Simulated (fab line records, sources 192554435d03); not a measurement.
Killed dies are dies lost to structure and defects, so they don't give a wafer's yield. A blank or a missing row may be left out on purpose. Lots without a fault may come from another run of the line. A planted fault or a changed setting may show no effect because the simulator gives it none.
fab line records | flow n5_finfet | part 1 of 2: steps 1 to 4 of 6
record lots=23 wafers=69 last_day=17
route steps=1938 shown BEOL_M8@1354 BEOL_M9@1401
lots that met no fault: from a run of the same line without faults
start_h: hours from the record's first day to the start of the lot's first wafer shown | wait_h: hours since the lot's step before | " the same as in the row above | L1.1+2: a row that stands for several wafers | - no value, or no start given | * or withheld: withheld | < > ~ a bound
route shown NAME@n: a module of which the file shows steps, and the number in the route of the first | usual: mean/standard deviation of fault-free wafers | same: alike in all rows | chamber/n: place in a boat | sites: the reading at each site | _std_site: their standard deviation | _edge_site: outer sites' mean less inner sites' | radius_mm: how far each site lies from the wafer's centre | mask NAME#n: copy n | behind: the tool/chamber that last shaped the wafer | hold: why the lot was held/for how many hours/how that ended | device: the transistor (n, p or np) that didn't switch | end of line: the same wafers' tests at the end of the route | a step without rows: its recipe alone | killed: dies lost to structure and defects at the first sort, not the wafer's yield | map: a wafer's dies, x killed, . not, _ none there
set.NAME: the setting as run; set.NAME@STEP: as run at that earlier step | model.NAME: the simulator's own value behind a step, which no gauge read
steps of the route over a sample of lots; a table a step, a row a wafer
services: from which hour (start_h, from the record's first day; less than 0 if before it) a tool's chamber was out of use, for how many hours, and why
## steps
# step N5_BEOL_M8_STRIP_19
# recipe chemistry=O2 power_w=400 temp_c=40 pressure_mtorr=30 rf_frequency_hz=6e+07 bias_power_w=0 overash_fraction=0.2 o2_flow_sccm=225
# usual drypump_motor_current_A=5.9/0.35 oes_product_au=0.78/0.087 rf_vpp_V=3.7/0.59 showerhead_plenum_p_Torr=2.06/0.065 throttle_valve_pct=16.62/0.21
# columns lot.wafer tool chamber start_h wait_h drypump_motor_current_A oes_product_au rf_hours_counter_h rf_vpp_V showerhead_plenum_p_Torr throttle_valve_pct
L074.2 rie_diel-02 2 209.85 0.2 5.9 0.74 178 3.2 2.18 16.69
L074.3 " 3 " " 5.5 0.90 19 2.8 2.13 16.56
L074.6 " 2 " " 5.9 0.74 - 3.9 2.18 16.68
L075.1 rie_diel-03 0 213.83 0.1 6.1 0.75 137 3.5 2.01 16.60
L075.4 " 1 " " 6.6 0.71 237 3.9 2.07 16.97
L075.6 " 2 " " 5.7 0.78 - 3.5 2.08 16.49
L076.1 rie_diel-02 3 221.63 0.2 5.5 0.90 24 3.3 2.12 16.57
L076.3 " 1 " " 6.1 0.67 - 4.6 2.06 16.53
L076.5 " 3 " " 5.5 0.89 - 4.0 2.12 16.60
L077.2 rie_diel-02 3 224.68 0.1 5.5 0.89 26 3.8 2.12 16.58
L077.3 " 1 " " 6.1 0.68 - 4.1 2.06 16.51
L077.4 " 3 " " 5.5 0.89 - 4.5 2.12 16.59
L078.2 rie_diel-03 1 224.95 0.1 6.6 0.71 242 3.4 2.07 17.00
L078.3 " 2 " " 5.7 0.77 146 3.7 2.08 16.48
L078.6 " 3 " " 5.9 0.70 - 3.5 1.99 16.91
L079.1 rie_diel-03 1 241.85 0.1 6.6 0.71 247 3.5 2.07 16.97
L079.4 " 2 " " 5.7 0.77 151 3.6 2.08 16.49
L079.6 " 2 " " 5.7 0.77 - 3.6 2.08 16.51
L080.1 rie_diel-03 0 248.48 0.2 6.0 0.74 151 3.5 2.00 16.63
L080.4 " 3 " " 5.9 0.70 210 3.2 1.98 16.94
L080.5 " 0 " " 6.0 0.75 - 3.4 2.00 16.63
L081.1 rie_diel-02 0 251.66 0.4 6.3 0.82 101 3.3 2.01 16.58
L081.4 " 2 " " 5.9 0.72 189 4.6 2.18 16.72
L081.5 " 3 " " 5.5 0.86 - 3.6 2.12 16.61
L082.1 rie_diel-03 3 252.17 0.1 5.9 0.69 213 3.8 1.98 16.96
L082.2 " 0 " " 6.0 0.74 153 2.1 2.00 16.64
L082.5 " 2 " " 5.7 0.76 - 2.8 2.08 16.50
L083.3 rie_diel-03 0 255.60 0.1 6.1 0.74 156 3.5 2.00 16.66
L083.4 " 3 " " 5.9 0.68 - 3.9 1.98 16.94
L083.6 " 2 " " 5.7 0.75 - 4.2 2.08 16.54
L084.2 rie_diel-02 0 256.18 0.1 6.3 0.81 103 2.9 2.01 16.56
L084.3 " 1 " " 6.0 0.66 242 2.8 2.05 16.54
L084.5 " 1 " " 6.0 0.66 - 3.6 2.05 16.56
L085.3 rie_diel-04 0 276.65 0.1 5.8 0.88 40 3.2 2.22 16.29
L085.4 " 1 " " 6.3 0.79 - 4.5 2.02 16.38
L085.5 " 0 " " 5.8 0.87 - 4.2 2.22 16.28
L086.3 rie_diel-02 3 282.03 0.1 5.5 0.85 47 3.7 2.12 16.64
L086.5 " 3 " " 5.5 0.84 - 2.1 2.12 16.62
L086.6 " 0 " " 6.3 0.81 - 3.6 2.01 16.58
L089.3 rie_diel-03 2 293.43 0.1 5.7 0.74 172 4.0 2.07 16.52
L089.5 " 0 " " 6.0 0.72 - 4.3 1.99 16.67
L089.6 " 3 " " 5.9 0.68 - 2.9 1.98 16.97
L088.1 rie_diel-03 1 300.15 0.1 6.6 0.98 11 4.0 2.06 16.54
L088.2 " 3 " " 5.9 0.68 232 5.4 1.98 16.97
L088.4 " 3 " " 5.9 0.67 - 3.5 1.98 16.97
L090.1 rie_diel-03 3 306.95 0.1 5.9 0.67 236 3.3 1.98 16.98
L090.5 " 3 " " 5.9 0.67 - 4.7 1.98 17.01
L090.6 " 1 " " 6.6 0.97 - 4.2 2.06 16.54
L087.2 rie_diel-04 3 308.41 0.1 5.1 0.83 73 3.7 2.12 16.74
L087.3 " 0 " " 5.8 0.85 52 3.5 2.22 16.31
L087.5 " 2 " " 6.1 0.96 - 3.7 2.05 16.38
L092.1 rie_diel-04 3 318.21 0.2 5.0 0.84 76 3.0 2.12 16.75
L092.2 " 2 " " 6.1 0.94 11 4.0 2.05 16.37
L092.4 " 0 " " 5.7 0.85 54 3.2 2.22 16.31
L094.1 rie_diel-04 2 325.48 0.1 6.1 0.93 13 4.0 2.05 16.38
L094.3 " 1 " " 6.3 0.77 137 3.8 2.01 16.39
L094.4 " 0 " " 5.8 0.85 57 4.1 2.21 16.30
L093.1 rie_diel-02 3 328.01 0.1 5.5 0.83 64 3.5 2.11 16.65
L093.3 " 1 " " 6.0 0.91 10 2.7 2.04 16.15
L093.5 " 3 " " 5.5 0.83 - 4.3 2.11 16.65
L091.1 rie_diel-04 0 332.26 0.1 5.7 0.85 60 3.6 2.21 16.31
L091.2 " 2 " " 6.1 0.93 17 3.7 2.05 16.39
L091.4 " 3 " " 5.1 0.81 82 3.4 2.11 16.76
L095.3 rie_diel-02 3 333.33 0.1 5.5 0.83 66 3.8 2.11 16.66
L095.4 " 1 " " 6.0 0.91 - 3.9 2.04 16.17
L095.6 " 0 " " 6.4 0.79 - 3.8 2.00 16.63
L097.3 rie_diel-03 2 344.94 0.1 5.7 0.73 194 4.5 2.07 16.59
L097.5 " 2 " " 5.6 0.72 - 3.9 2.07 16.58
L097.6 " 3 " " 5.9 0.65 - 4.0 1.97 17.02
# step N5_BEOL_M8_VIA_ETCH_34
# recipe chemistry=C4F6/O2 target=SiCOH_lowk target_depth_a=1255 mask_material=SOC taper_deg=4 time_s=50.5 ion_energy_ev=250 pressure_mtorr=30 source_w=345 bias_w=185 Ar_flow_sccm=300 C4F6_flow_sccm=10 O2_flow_sccm=10
# usual drypump_motor_current_A=5.9/0.38 mfc_ar_sccm=299.9/0.92 oes_ar_750_au=0.79/0.078 oes_product_au=0.79/0.083 rf_vpp_V=668/12 showerhead_plenum_p_Torr=2.83/0.093 throttle_valve_pct=20.84/0.2
# columns lot.wafer tool chamber start_h wait_h drypump_motor_current_A mfc_ar_sccm oes_ar_750_au oes_product_au rf_hours_counter_h rf_vpp_V showerhead_plenum_p_Torr throttle_valve_pct
L074.2 rie_diel-03 2 210.95 0.0 5.7 301.6 0.78 0.77 140 644 2.86 20.83
L074.3 " 3 " " 5.9 300.2 0.71 0.70 195 677 2.72 21.14
L074.6 " 0 " " 6.1 301.2 0.73 0.74 - 673 2.72 20.72
L075.1 rie_diel-04 1 214.79 0.0 6.3 299.2 0.82 0.82 98 652 2.76 20.51
L075.4 " 2 " " 6.1 299.6 0.70 0.71 235 679 2.80 20.95
L075.6 " 0 " " 5.8 299.7 0.92 0.91 - 666 3.03 20.56
L076.1 rie_diel-04 3 223.99 0.0 5.1 299.3 0.86 0.86 45 685 2.88 20.95
L076.3 " 0 " " 5.8 298.6 0.90 0.90 22 664 3.03 20.57
L076.5 " 1 " " 6.3 299.7 0.82 0.81 - 652 2.75 20.50
L078.2 rie_diel-03 1 226.24 0.0 6.6 300.7 0.70 0.70 242 652 2.80 21.09
L078.3 " 0 " " 6.0 298.6 0.73 0.73 143 673 2.72 20.72
L078.6 " 1 " " 6.6 300.5 0.70 0.70 - 652 2.80 21.09
L077.2 rie_diel-03 3 226.87 0.0 5.9 297.9 0.70 0.70 202 679 2.71 21.16
L077.3 " 1 " " 6.6 298.6 0.70 0.70 243 652 2.80 21.10
L077.4 " 0 " " 6.0 301.4 0.74 0.74 143 672 2.72 20.72
L079.1 rie_diel-02 0 242.53 0.0 6.4 300.7 0.82 0.83 96 664 2.76 20.85
L079.4 " 1 " " 6.0 301.3 0.69 0.68 235 663 2.82 20.82
L079.6 " 0 " " 6.4 300.6 0.83 0.83 - 663 2.76 20.83
L080.1 rie_diel-03 0 250.68 0.0 6.0 299.4 0.73 0.72 152 673 2.71 20.75
L080.4 " 2 " " 5.7 299.4 0.76 0.76 - 645 2.86 20.84
L080.5 " 3 " " 5.9 299.4 0.70 0.70 - 677 2.71 21.18
L081.1 rie_diel-02 1 253.86 0.0 6.0 300.8 0.68 0.67 241 662 2.82 20.81
L081.4 " 0 " " 6.3 300.3 0.82 0.82 102 663 2.75 20.85
L081.5 " 3 " " 5.5 299.9 0.84 0.85 - 683 2.92 21.11
L082.1 rie_diel-02 1 254.25 0.0 6.0 300.0 0.68 0.66 241 663 2.82 20.82
L082.2 " 2 " " 5.9 298.9 0.71 0.71 191 666 2.93 20.83
L082.5 " 0 " " 6.4 301.3 0.81 0.83 - 663 2.75 20.87
L083.3 rie_diel-02 0 256.84 0.0 6.4 300.9 0.81 0.82 103 663 2.75 20.84
L083.4 " 2 " " 5.9 300.0 0.71 0.72 192 665 2.93 20.85
L083.6 " 2 " " 5.9 299.8 0.72 0.71 - 666 2.93 20.85
L084.2 rie_diel-04 1 257.12 0.0 6.3 299.7 0.81 0.80 110 652 2.75 20.52
L084.3 " 2 " " 6.1 300.6 0.70 0.70 247 679 2.79 20.98
L084.5 " 0 " " 5.7 299.8 0.88 0.88 - 666 3.03 20.60
L085.3 rie_diel-02 3 277.54 0.0 5.5 300.0 0.83 0.84 46 683 2.92 21.12
L085.4 " 2 " " 5.9 299.2 0.70 0.71 198 666 2.93 20.82
L085.5 " 0 " " 6.3 300.4 0.81 0.81 - 662 2.75 20.84
L086.3 rie_diel-04 3 284.82 0.0 5.2 299.6 0.84 0.85 65 686 2.87 20.94
L086.5 " 0 " " 5.8 300.0 0.87 0.86 - 668 3.02 20.60
L086.6 " 1 " " 6.3 299.4 0.79 0.79 - 653 2.74 20.55
L089.3 rie_diel-02 3 294.36 0.0 5.5 300.7 0.82 0.83 52 681 2.92 21.14
L089.5 " 0 " " 6.4 300.1 0.80 0.81 - 664 2.75 20.89
L089.6 " 2 " " 5.9 299.5 0.70 0.70 - 664 2.93 20.84
L088.1 rie_diel-02 0 301.95 0.0 6.3 300.5 0.80 0.80 119 663 2.75 20.86
L088.2 " 1 " " 6.1 300.9 0.97 0.98 0 663 2.82 20.55
L088.4 " 2 " " 5.9 301.2 0.71 0.70 208 667 2.93 20.85
L090.1 rie_diel-04 1 310.14 0.0 6.3 299.3 0.78 0.78 132 653 2.74 20.57
L090.5 " 2 " " 6.1 298.4 0.93 0.95 - 680 2.79 20.62
L090.6 " 1 " " 6.3 300.0 0.78 0.78 - 652 2.74 20.56
L087.2 rie_diel-03 3 310.39 0.0 5.9 299.7 0.68 0.67 238 677 2.70 21.21
L087.3 " 2 " " 5.7 300.6 0.75 0.73 179 645 2.85 20.90
L087.5 " 1 " " 6.6 300.4 0.93 0.95 - 651 2.79 20.74
L092.1 rie_diel-02 2 320.22 0.0 5.9 297.5 0.70 0.69 214 665 2.92 20.89
L092.2 " 3 " " 5.5 298.7 0.81 0.82 61 681 2.91 21.16
L092.4 " 0 " " 6.3 301.1 0.80 0.79 126 663 2.74 20.90
L094.1 rie_diel-03 3 326.90 0.0 5.9 298.3 0.68 0.67 244 676 2.69 21.23
L094.3 " 1 " " 6.6 300.3 0.93 0.93 23 653 2.78 20.77
L094.4 " 2 " " 5.7 299.9 0.75 0.73 185 644 2.84 20.89
L093.1 rie_diel-04 0 329.08 0.0 5.8 299.4 0.85 0.84 59 666 3.01 20.62
L093.3 " 1 " " 6.3 299.8 0.78 0.77 139 653 2.74 20.58
L093.5 " 2 " " 6.1 298.6 0.91 0.92 - 679 2.78 20.63
L091.1 rie_diel-04 2 334.79 0.0 6.1 298.4 0.91 0.92 17 680 2.78 20.64
L091.2 " 1 " " 6.3 300.4 0.78 0.77 141 654 2.74 20.57
L091.4 " 3 " " 5.1 301.6 0.81 0.81 83 685 2.86 21.00
L095.3 rie_diel-02 2 335.05 0.0 5.9 299.2 0.70 0.70 216 666 2.92 20.87
L095.4 " 1 " " 6.1 299.3 0.91 0.90 13 662 2.81 20.57
L095.6 " 2 " " 5.9 299.4 0.70 0.70 - 665 2.92 20.87
L097.3 rie_diel-02 1 347.15 0.0 6.1 302.0 0.89 0.89 18 661 2.81 20.57
L097.5 " 2 " " 5.9 299.9 0.69 0.69 - 667 2.92 20.87
L097.6 " 3 " " 5.5 300.4 0.80 0.81 - 684 2.91 21.16
# step N5_BEOL_M8_THK_MEAS_53
# recipe thk_meas_gauge=xrf reads=Cu_of_BEOL_M8_ECD_50
# usual M8_THK=78.9/1.9
# columns lot.wafer tool chamber start_h wait_h M8_THK[nm]
L074.2 film_metro-01 - 213.71 - 80.6
L074.3 " - " " 75.0
L074.6 " - " " 78.3
L075.1 film_metro-01 - 219.39 - 80.2
L075.4 " - " " 77.9
L075.6 " - " " 80.0
L076.1 film_metro-02 - 226.95 - 79.9
L076.3 " - " " 79.7
L076.5 " - " " 79.1
L078.2 film_metro-02 - 228.86 - 77.3
L078.3 " - " " 79.1
L078.6 " - " " 80.8
L077.2 film_metro-02 - 229.59 - 79.3
L077.3 " - " " 78.5
L077.4 " - " " 79.8
L079.1 film_metro-01 - 246.48 - 79.7
L079.4 " - " " 75.8
L079.6 " - " " 79.2
L080.1 film_metro-02 - 254.75 - 79.3
L080.4 " - " " 81.1
L080.5 " - " " 78.6
L082.1 film_metro-02 - 257.90 - 75.1
L082.2 " - " " 75.9
L082.5 " - " " 76.6
L081.1 film_metro-01 - 258.12 - 78.4
L081.4 " - " " 80.4
L081.5 " - " " 78.4
L083.3 film_metro-01 - 259.55 - 82.6
L083.4 " - " " 77.3
L083.6 " - " " 78.0
L084.2 film_metro-01 - 260.08 - 79.1
L084.3 " - " " 78.0
L084.5 " - " " 79.2
L085.3 film_metro-01 - 281.50 - 76.7
L085.4 " - " " 75.5
L085.5 " - " " 79.1
L086.3 film_metro-01 - 288.07 - 78.2
L086.5 " - " " 79.3
L086.6 " - " " 78.4
L089.3 film_metro-01 - 297.33 - 78.8
L089.5 " - " " 79.9
L089.6 " - " " 77.1
L088.1 film_metro-02 - 306.11 - 80.9
L088.2 " - " " 81.7
L088.4 " - " " 77.0
L087.2 film_metro-02 - 313.44 - 78.1
L087.3 " - " " 80.8
L087.5 " - " " 78.2
L090.1 film_metro-02 - 315.85 - 79.5
L090.5 " - " " 81.6
L090.6 " - " " 79.2
L092.1 film_metro-01 - 324.17 - 75.7
L092.2 " - " " 76.5
L092.4 " - " " 77.7
L094.1 film_metro-01 - 330.20 - 75.4
L094.3 " - " " 77.8
L094.4 " - " " 79.3
L093.1 film_metro-01 - 335.19 - 78.5
L093.3 " - " " 75.9
L093.5 " - " " 78.2
L091.1 film_metro-02 - 337.33 - 82.3
L091.2 " - " " 79.1
L091.4 " - " " 80.1
L095.3 film_metro-02 - 338.00 - 74.2
L095.4 " - " " 82.2
L095.6 " - " " 77.4
L097.3 film_metro-01 - 350.57 - 80.8
L097.5 " - " " 77.0
L097.6 " - " " 77.1
# step N5_BEOL_M9_ILD_DEP_00
# recipe material=SiCOH_lowk target_thk_a=3085.1 temp_c=300 precursor=DEMS/porogen pressure_torr=5 rf_w=500 time_s=58
# usual heater_power_outer_w=148/35 heater_power_w=315/51 showerhead_plenum_p_Torr=5.737/0.018 throttle_valve_pct=14.2/0.77
# columns lot.wafer tool chamber start_h wait_h heater_power_outer_w heater_power_w showerhead_plenum_p_Torr throttle_valve_pct
L074.2 pecvd-04 0 213.94 0.0 137 311 5.718 14.7
L074.3 " 1 " " 120 310 5.756 14.9
L074.6 " 2 " " 164 303 5.721 13.5
L075.1 pecvd-01 2 219.59 0.0 183 356 5.749 13.4
L075.4 " 0 " " 134 309 5.723 14.2
L075.6 " 0 " " 147 335 5.718 14.2
L076.1 pecvd-04 0 227.18 0.0 145 310 5.722 14.6
L076.3 " 1 " " 100 292 5.753 14.8
L076.5 " 2 " " 119 254 5.721 13.1
L078.2 pecvd-02 1 229.09 0.0 91 207 5.716 14.0
L078.3 " 0 " " 134 297 5.745 15.0
L078.6 " 2 " " 181 354 5.737 13.7
L077.2 pecvd-04 1 229.81 0.0 119 310 5.759 14.7
L077.3 " 1 " " 118 313 5.777 14.9
L077.4 " 0 " " 149 313 5.697 14.5
L079.1 pecvd-04 0 246.67 0.0 143 311 5.694 14.5
L079.4 " 2 " " 133 271 5.713 13.4
L079.6 " 0 " " 144 320 5.727 14.6
L080.1 pecvd-04 2 254.97 0.0 158 309 5.711 13.6
L080.4 " 0 " " 145 319 5.716 14.4
L080.5 " 1 " " 111 302 5.750 15.0
L082.1 pecvd-01 1 258.09 0.0 168 338 5.777 15.2
L082.2 " 0 " " 177 362 5.725 14.1
L082.5 " 1 " " 177 344 5.777 15.0
L081.1 pecvd-04 1 258.32 0.0 111 296 5.737 14.4
L081.4 " 1 " " 116 313 5.748 15.0
L081.5 " 2 " " 161 309 5.714 13.2
L083.3 pecvd-02 2 259.74 0.0 188 366 5.730 13.6
L083.4 " 1 " " 53 161 5.731 13.8
L083.6 " 0 " " 129 293 5.740 14.8
L084.2 pecvd-02 2 260.28 0.0 196 372 5.750 13.6
L084.3 " 1 " " 87 209 5.746 13.9
L084.5 " 2 " " 197 384 5.735 14.0
L085.3 pecvd-04 1 281.70 0.0 116 309 5.756 14.9
L085.4 " 1 " " 120 308 5.761 14.7
L085.5 " 2 " " 161 301 5.718 13.3
L086.3 pecvd-01 1 288.27 0.0 126 270 5.769 14.9
L086.5 " 2 " " 167 334 5.754 12.4
L086.6 " 0 " " 137 314 5.717 14.1
L089.3 pecvd-01 2 297.59 0.1 178 351 5.746 12.5
L089.5 " 2 " " 178 364 5.752 12.4
L089.6 " 1 " " 119 279 5.755 15.2
L088.1 pecvd-01 1 306.34 0.0 173 345 5.762 14.8
L088.2 " 2 " " 192 373 5.742 12.4
L088.4 " 2 " " 188 378 5.757 12.2
L087.2 pecvd-01 1 313.66 0.0 141 296 5.755 14.9
L087.3 " 0 " " 184 363 5.721 14.4
L087.5 " 1 " " 154 319 5.744 15.1
L090.1 pecvd-02 1 316.04 0.0 92 213 5.737 14.0
L090.5 " 0 " " 186 362 5.726 15.1
L090.6 " 1 " " 93 215 5.723 13.8
L092.1 pecvd-02 2 324.37 0.0 172 332 5.732 13.8
L092.2 " 1 " " 74 189 5.728 14.1
L092.4 " 0 " " 189 375 5.737 14.8
L094.1 pecvd-02 2 330.39 0.0 178 340 5.739 14.0
L094.3 " 1 " " 78 193 5.729 13.8
L094.4 " 2 " " 185 355 5.728 13.8
L093.1 pecvd-04 0 335.39 0.0 120 275 5.725 14.5
L093.3 " 1 " " 76 252 5.744 14.8
L093.5 " 0 " " 123 285 5.710 14.6
L091.1 pecvd-02 1 337.52 0.0 82 196 5.737 13.7
L091.2 " 0 " " 188 370 5.730 15.0
L091.4 " 2 " " 205 386 5.728 14.0
L095.3 pecvd-01 0 338.19 0.0 145 323 5.729 14.2
L095.4 " 1 " " 177 349 5.781 15.0
L095.6 " 2 " " 176 357 5.758 12.4
L097.3 pecvd-01 0 350.76 0.0 173 363 5.723 14.4
L097.5 " 0 " " 181 377 5.729 14.1
L097.6 " 1 " " 162 329 5.781 15.3
